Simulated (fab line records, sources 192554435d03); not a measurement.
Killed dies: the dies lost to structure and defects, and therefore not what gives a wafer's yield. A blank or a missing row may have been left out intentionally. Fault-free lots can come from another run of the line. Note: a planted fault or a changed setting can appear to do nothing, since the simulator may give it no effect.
Chamber matching | flow n5 finfet | N5_FIN_CUT_CUT_ETCH_15 on rie si-05: 4 sister chambers
The step etches Si in HBr/Cl2/O2, target depth 100 nm, bt time 10 s, time 42.4 s. 8 wafers are shown with their chamber, then 8 later ones without.

## WAFERS WITH THEIR CHAMBER
wafer  | chamber | drypump motor current A (A) | oes product au (a.u.)
L082.1 | 3       | 6.2                         | 0.981
L082.3 | 1       | 6.4                         | 0.983
L084.2 | 0       | 6.1                         | 1.012
L084.6 | 3       | 6.2                         | 0.981
L085.1 | 1       | 6.4                         | 0.987
L085.4 | 0       | 6.1                         | 1.013
L085.5 | 2       | 5.7                         | 1.025
L087.1 | 2       | 5.6                         | 1.026

## WAFERS WITHOUT THEIR CHAMBER
wafer  | drypump motor current A (A) | oes product au (a.u.)
L087.3 | 6.1                         | 1.008
L087.5 | 6.2                         | 0.980
L090.2 | 5.7                         | 1.027
L090.3 | 6.4                         | 0.974
L090.4 | 6.2                         | 0.985
L091.3 | 5.7                         | 1.027
L091.4 | 6.2                         | 0.984
L091.6 | 6.4                         | 0.981

## THE CHAMBER EACH PASSED THROUGH
wafer  | from the rows above     | in truth
L087.3 | 0                       | 0
L087.5 | 3                       | 3
L090.2 | 2                       | 2
L090.3 | can't be placed: 3 or 1 | 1
L090.4 | 3                       | 3
L091.3 | 2                       | 2
L091.4 | 3                       | 3
L091.6 | 1                       | 1
7 of 8 placed correctly. From these rows, 1 cannot be placed; in 1 the true chamber is one of the candidates. Number placed wrongly: 0.
How it was worked out, from the rows above alone: a wafer's distance from a chamber is the root of the sum, over the readings, of the square of ((its reading less the chamber's mean) divided by the reading's scatter). If the next closest chamber is less than 2 further off than the closest, the wafer can't be placed; otherwise it belongs to the closest. Each chamber's mean is taken over the wafers shown for it. The scatter: the root of (the sum of the squares of (reading less its chamber's mean) over the shown wafers, divided by (wafers less chambers)).
